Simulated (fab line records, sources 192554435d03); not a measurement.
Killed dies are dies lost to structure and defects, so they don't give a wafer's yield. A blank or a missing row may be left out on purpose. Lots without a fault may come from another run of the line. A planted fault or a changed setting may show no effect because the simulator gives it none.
One fault seen from 2 desks | flow n5_finfet | each desk has only its own numbers; what lay behind them comes last

THE TOOL OWNER'S DESK: rie_diel-03
The tool's own readings at N5_FIN_CUT_CUT_ETCH_26 (etches SiNx in CH3F/O2, target depth 39 nm, time 55.7 s): means of the sampled wafers that have a number, for each lot that ran on this tool. A lot is out of limits, marked OUT, if its mean lies more than 4 standard deviations from the usual mean; the brackets give that distance.
Columns: A = drypump_motor_current_A at N5_FIN_CUT_CUT_ETCH_26, usual 5.4 A; B = mfc_ar_sccm at N5_FIN_CUT_CUT_ETCH_26, usual 150.0 sccm; C = oes_product_au at N5_FIN_CUT_CUT_ETCH_26, usual 0.79 a.u.; D = rf_vpp_V at N5_FIN_CUT_CUT_ETCH_26, usual 297 V; E = run_length_s at N5_FIN_CUT_CUT_ETCH_26, usual 79.08 s; F = showerhead_plenum_p_Torr at N5_FIN_CUT_CUT_ETCH_26, usual 2.01 Torr; G = throttle_valve_pct at N5_FIN_CUT_CUT_ETCH_26, usual 16.36 %
lot  | first seen here | A   | B     | C    | D   | E               | F    | G
L277 | day 2 23:06     | 5.8 | 150.1 | 0.74 | 296 | 78.96           | 2.03 | 16.35
L280 | day 3 20:14     | 5.9 | 149.9 | 0.72 | 298 | 78.94           | 2.04 | 16.22
L283 | day 4 09:55     | 5.3 | 149.4 | 0.81 | 296 | 79.28           | 2.02 | 16.42
L292 | day 6 15:22     | 5.4 | 149.8 | 0.77 | 300 | 86.66 (+26) OUT | 2.05 | 16.16
L293 | day 6 21:23     | 5.8 | 150.5 | 0.86 | 294 | 94.02 (+52) OUT | 1.98 | 16.31
L295 | day 7 11:12     | 5.4 | 149.6 | 0.76 | 299 | 86.81 (+27) OUT | 2.05 | 16.17
This desk's finding: out of limits on L292, L293, L295; first on L292, day 6 15:22 (run_length_s at N5_FIN_CUT_CUT_ETCH_26). In limits: L277, L280, L283.

THE METROLOGY DESK
What the gauges read, lot by lot, whatever tool the lot ran on: means of the sampled wafers that have a number. A lot is out of limits, marked OUT, if its mean lies more than 4 standard deviations from the usual mean; the brackets give that distance. Of its 11 readings 7 are shown: those that lie furthest out on some lot.
Columns: A = FIN_CUT_OVL at N5_FIN_CUT_OVL_MEAS_09, usual 0.0 nm; B = DIBL_N at N5_BEOL_M4_RC_MEAS_101, usual 36.2 mV/V; C = IOFF_P at N5_BEOL_M4_RC_MEAS_101, usual 0.210 nA/um; D = ION_P at N5_BEOL_M4_RC_MEAS_101, usual 465 uA/um; E = SS_N at N5_BEOL_M4_RC_MEAS_101, usual 71.4 mV/dec; F = VT_N at N5_BEOL_M4_RC_MEAS_101, usual 249.9 mV; G = VT_P at N5_BEOL_M4_RC_MEAS_101, usual -250 mV
lot  | first seen here | A    | B    | C     | D   | E    | F     | G
L276 | day 2 14:28     | 0.8  | 35.7 | 0.230 | 473 | 70.9 | 247.1 | -247
L277 | day 2 22:35     | 0.5  | 34.4 | 0.189 | 464 | 70.5 | 251.4 | -251
L280 | day 3 19:32     | 0.0  | 34.7 | 0.216 | 470 | 71.1 | 250.5 | -251
L282 | day 4 03:26     | 1.1  | 35.7 | 0.246 | 475 | 71.7 | 248.0 | -245
L283 | day 4 09:23     | -0.6 | 36.1 | 0.238 | 465 | 71.5 | 248.5 | -246
L289 | day 5 21:14     | -0.5 | 36.7 | 0.264 | 475 | 71.7 | 246.4 | -246
L290 | day 6 03:05     | -0.4 | 35.4 | 0.177 | 452 | 71.9 | 253.3 | -255
L292 | day 6 14:48     | -0.3 | 36.9 | 0.223 | 463 | 71.8 | 250.8 | -249
L293 | day 6 20:52     | 0.6  | 34.9 | 0.211 | 470 | 71.0 | 246.6 | -248
L295 | day 7 10:41     | -1.0 | 37.2 | 0.211 | 466 | 71.4 | 250.5 | -249
This desk's finding: nothing out of limits on any of the 10 lots.

PUT TOGETHER
The tool owner's desk could have raised an alarm at day 6 15:22, on L292, L293, L295.
The metrology desk saw nothing out of limits.
The metrology desk has L292, L293, L295 on record, within its limits.
Of the lots named, all ran N5_FIN_CUT_CUT_ETCH_26 on rie_diel-03.

WHAT THE SIMULATOR HAD PUT IN
Process parameter drift: rie_diel-03, from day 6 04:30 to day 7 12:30, at N5_FIN_CUT_CUT_ETCH_26. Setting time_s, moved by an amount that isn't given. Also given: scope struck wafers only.
Lots struck among those shown: L292, L293, L295.
Hours from the fault's start to each desk's first reading out of limits: the tool owner's desk, 11.
